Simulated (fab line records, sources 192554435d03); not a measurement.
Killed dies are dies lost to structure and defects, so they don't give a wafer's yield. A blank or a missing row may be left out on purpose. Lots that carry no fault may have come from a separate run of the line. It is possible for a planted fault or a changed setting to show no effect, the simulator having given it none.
Struck lot and sound lot, side by side ; flow n5-finfet ; 16 out of 1938 route steps
Sound: wafers L381.1, L381.4, L381.5. Struck: wafer L385.1 (left out: L385.6, a lot-mate that was not struck); the cause follows at the end.
Each step with rows lists, per side, the tool, then ch with its chambers, then its first start. Under that, the readings that differ: sound wafers ; struck wafers ; difference of the means ; sigmas: that difference in standard deviations of wafers without a fault.
alike: readings whose means differ by less than 2 such deviations, and words and numbers that are the same on both sides. not compared: withheld readings, readings that some wafer has no value for, bounds like >300 that may hide the same value, and numbers for which the record gives no deviation and whose values overlap.
Wherever a step has rows on one side only, a row that says differs or no value, or a row with sigmas, the two part there. When numbers do not overlap yet have no deviation, they are printed without sigmas and do not part them. Lack of a reading on every wafer of one side parts them only where that side has two or more wafers.

first, 3 steps without rows for these wafers: N5_FIN_SAQP_STRIP_53 (strips in N2/H2); N5_FIN_SAQP_HM_OPEN_73 (chemistry CHF3/O2, target SiO2, stops on a-Si, target depth 12 nm, time 16.8 s); N5_FIN_SAQP_STRIP_74 (strips in CHF3/O2).
N5_FIN_SAQP_MANDREL_ETCH_22: etches a-Si in HBr/Cl2, stops on SiNx, target depth 60 nm, bt time 10 s, time 30 s.
  sound on rie-si-01 ch 1,3, day 4 04:58; struck on rie-si-01 ch 3, day 5 05:40
  alike: drypump-motor-current-A, oes-product-au, throttle-valve-pct
  not compared: rf-hours-counter-h
N5_FIN_SAQP_STRIP_55: strips in N2/H2.
  sound on rie-diel-01 ch 0,1,2, day 4 05:04; struck on rie-diel-01 ch 1, day 5 05:54
  alike: drypump-motor-current-A, h2-flow-sccm, oes-product-au, rf-vpp-V, showerhead-plenum-p-Torr, throttle-valve-pct
  not compared: rf-hours-counter-h
then, 3 steps without rows for these wafers: N5_FIN_SAQP_STRIP_23 (strips in SPM, time 750 s); N5_FIN_SAQP_SRD_66 (time 30 s); N5_FIN_SAQP_RECESS_75 (chemistry HF/NH3, target SiO2, target depth 14.4 nm, afs cycles 3, sublimation time 60 s).
N5_FIN_SAQP_SPACER1_ALD_24: deposits SiO2, target thk 20.3 nm, pulse time 1 s, purge time 2 s.
  sound on ald-sin-01 ch 1,2,3, day 4 05:47; struck on ald-sin-04 ch 1, day 5 07:09
  alike: heater-power-w, precursor-pulse-height-rel
  not compared: since-wet-clean-h
then, 1 step without rows for these wafers: N5_FIN_SAQP_SPACER1_ETCHBACK_25 (etches SiO2 in CHF3/O2, target depth 24.4 nm, time 12.2 s).
N5_FIN_SAQP_MANDREL1_REMOVE_56: chemistry HBr/Cl2/O2, target a-Si, stops on SiNx, bt time 10 s.
  sound on rie-si-02 ch 0,1, day 4 06:36; struck on rie-si-04 ch 1, day 5 08:04
  alike: drypump-motor-current-A, oes-product-au, throttle-valve-pct
  not compared: rf-hours-counter-h
N5_FIN_SAQP_CD_MEAS_27: target cd 20 nm.
  sound on cd-sem-01 ch 0, day 4 06:43; struck on cd-sem-03 ch 0, day 5 08:11
  alike: cd-nm
N5_FIN_SAQP_ETCH_57: etches SiNx in CH3F/O2, target depth 32.5 nm, time 46.4 s.
  sound on rie-diel-01 ch 0,1,3, day 4 06:45; struck on rie-diel-01 ch 0, day 5 08:19
reading;sound;struck;difference;sigmas
etch-rf-on-time-s (s);46.9 46.7 48.0;89.3;+42.1;+32
  alike: drypump-motor-current-A, oes-product-au, rf-vpp-V, showerhead-plenum-p-Torr, throttle-valve-pct
  not compared: rf-hours-counter-h
N5_FIN_SAQP_ETCH_65: etches SiO2 in CF4, target depth 4 nm, time 4.4 s.
  sound on rie-si-01 ch 0,3, day 4 06:52; struck on rie-si-02 ch 2, day 5 08:25
reading;sound;struck;difference;sigmas
drypump-motor-current-A (A);6.0 5.4 6.0;4.9;-0.9;-2
  alike: oes-product-au, throttle-valve-pct
  not compared: rf-hours-counter-h
-- a jump in the record: the struck wafers' starts before and after are 6 days apart (it breaks off in module FIN_SAQP and resumes in module BEOL_M4, where the first step shown is number 1111 of the route) --
N5_BEOL_M4_RC_MEAS_101:
  sound on prober-02 ch 0, day 10 06:52; struck on prober-02 ch 0, day 11 16:21
  alike: DIBL_N, DIBL_P, IOFF_N, IOFF_P, ION_N, ION_P, SS_N, SS_P, VT_N, VT_P
-- record jumps: 4 days separate the struck wafers' starts on either side; left off in module BEOL_M4, taken up again in module PASSIVATION, whose first shown step is the route's number 1936 --
N5_PASSIVATION_PROBE_49:
  the record has rows for the struck wafers here (prober-02, day 16 01:09) and none for the sound ones

== WHERE THEY PART ==
Earliest at N5_FIN_SAQP_ETCH_57; latest, in this record, at N5_PASSIVATION_PROBE_49.

WHY: the cause the simulator had injected
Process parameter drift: rie-diel-01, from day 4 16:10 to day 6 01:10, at N5_FIN_SAQP_ETCH_57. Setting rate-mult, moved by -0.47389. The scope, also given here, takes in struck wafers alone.
